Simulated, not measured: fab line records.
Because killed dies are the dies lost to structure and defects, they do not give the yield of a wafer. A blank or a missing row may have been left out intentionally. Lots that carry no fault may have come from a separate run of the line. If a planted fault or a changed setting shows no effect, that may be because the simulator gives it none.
A struck lot beside a sound one / flow n5 finfet / 18 out of 1938 route steps
Sound: these wafers, L577.3, L577.4, L577.5. The struck wafers were L587.1, L587.5, L587.6. Last of all comes the cause.
For every step that has rows: the tool of each side, followed by ch and its chambers, followed by its first start. Under that, the readings that differ: sound wafers / struck wafers / difference of the means / sigmas: that difference in standard deviations of wafers without a fault.
alike: readings with means less than 2 such deviations apart, plus words and numbers identical on both sides. not compared: withheld readings, readings lacking a value on some wafer, bounds such as >300 that could conceal the same value, and numbers that have no deviation in the record and whose values overlap.
A row with sigmas, a row that says differs or no value, or rows on one side alone: a step with any of these is where the two part. Numbers that have no deviation but don't overlap get no sigmas and don't part them. A reading that every wafer of one side lacks parts them only if that side has two wafers or more.

first, 1 step without rows for these wafers: N5_SD_EPI_P_WET_ETCH_45 (etches SiO2 in dHF, time 10.7 s, target depth 2 nm, rinse time 30 s).
N5_SD_EPI_P_STRIP_40: strips in N2/H2.
  sound on plasma asher-02 ch 0,1, day 4 19:59; struck on plasma asher-01 ch 0,1, day 7 08:23
  alike: drypump motor current A, heater power w, n2 flow sccm, oes product au, temp c
  not compared: rf hours counter h
then, 5 steps without rows for these wafers: N5_SD_EPI_P_PRECLEAN_52 (cleans in O3/DIW, time 60 s); N5_SD_EPI_P_SRD_20 (time 30 s); N5_SD_EPI_P_PRECLEAN_51 (cleans in NF3:NH3, afs cycles 1, time 20 s, sublimation time 60 s); N5_SD_EPI_P_VAPOR_ETCH_44 (etches SiGe30 in NF3/Ar, time 3.3 s); N5_SD_EPI_P_EPI_21 (deposits SiGe:B, time 355 s).
N5_SD_EPI_P_EPI_MEAS_23:
  sound on film metro-01, day 5 00:38; struck on film metro-02, day 7 11:56
  alike: thk nm
then, 4 steps without rows for these wafers: N5_SD_EPI_P_HM_STRIP_48 (strips SiNx in H3PO4, material SiNx, target depth 3 nm); N5_SD_EPI_P_SRD_49 (time 30 s); N5_SD_EPI_P_PRECLEAN_24 (cleans in O3/DIW, time 45 s); N5_SD_EPI_P_PRECLEAN_32 (cleans in dHF, time 10 s).
N5_SD_EPI_P_PRECLEAN_33: cleans in SC2, time 45 s.
  sound on wet bench-01 ch 1,6,7, day 5 00:46; struck on wet bench-05 ch 1,6,7, day 7 12:04
  alike: temp c
then, 1 step without rows for these wafers: N5_SD_EPI_P_SRD_25 (time 30 s).
N5_SD_EPI_P_INSPECT_26: inspects for defects (darkfield).
  sound on defect inspect-02, day 5 00:49; struck on defect inspect-02, day 7 12:07
reading=raw defect count; sound=201 208 172; struck=610 580 590; difference=+400; sigmas=+10
N5_SD_ACTIVATION_RTA_00: time 0 s.
  sound on rtp anneal-01 ch 0, day 5 00:54; struck on rtp anneal-01 ch 0, day 7 12:09
  alike: lamp power pct, wafer_temp_C_max
-- here the record skips 5 days between the struck wafers' starts before and after, leaving off in module SD_ACTIVATION and picking up in module BEOL_M4 (first step shown: number 1111 of the route) --
N5_BEOL_M4_RC_MEAS_101:
  sound on prober-02 ch 0, day 10 00:11; struck on prober-02 ch 0, day 12 04:53
reading=SS_N (mV/dec); sound=71.3 70.1 70.8; struck=71.2 72.6 72.1; difference=+1.2; sigmas=+2
  alike: DIBL_N, DIBL_P, IOFF_N, IOFF_P, ION_N, ION_P, SS_P, VT_N, VT_P
-- the record jumps here: 5 days lie between the struck wafers' starts before and after (it left off in module BEOL_M4 and takes up again in module PASSIVATION, whose first step shown is number 1936 of the route) --
N5_PASSIVATION_PROBE_49:
  sound on prober-02, day 14 03:11; struck on prober-02, day 16 20:53
reading=defect limited yield (%); sound=91.3 90.7 92.9; struck=81.7 88.2 83.1; difference=-7.3; sigmas=-5
reading=killed at front end; sound=36 34 27; struck=152 79 136; difference=+90; sigmas=+7
reading=killed dies; sound=103 110 84; struck=216 139 199; difference=+86; sigmas=+5
reading=sort_bin_5_function (%); sound=4.4 5.3 4.1; struck=13.1 6.6 10.9; difference=+5.6; sigmas=+6
reading=sort n pass; sound=1077 1070 1096; struck=964 1041 981; difference=-86; sigmas=-5
  alike: killed_at_M0_to_M3, killed_at_M4_up, killed at contacts, killed at other, killed open, killed short, sort_bin_6_memory, sort_bin_8_speed

WHERE THEY PART
Earliest at N5_SD_EPI_P_INSPECT_26; latest, in this record, at N5_PASSIVATION_PROBE_49.

WHY: the cause the simulator had injected
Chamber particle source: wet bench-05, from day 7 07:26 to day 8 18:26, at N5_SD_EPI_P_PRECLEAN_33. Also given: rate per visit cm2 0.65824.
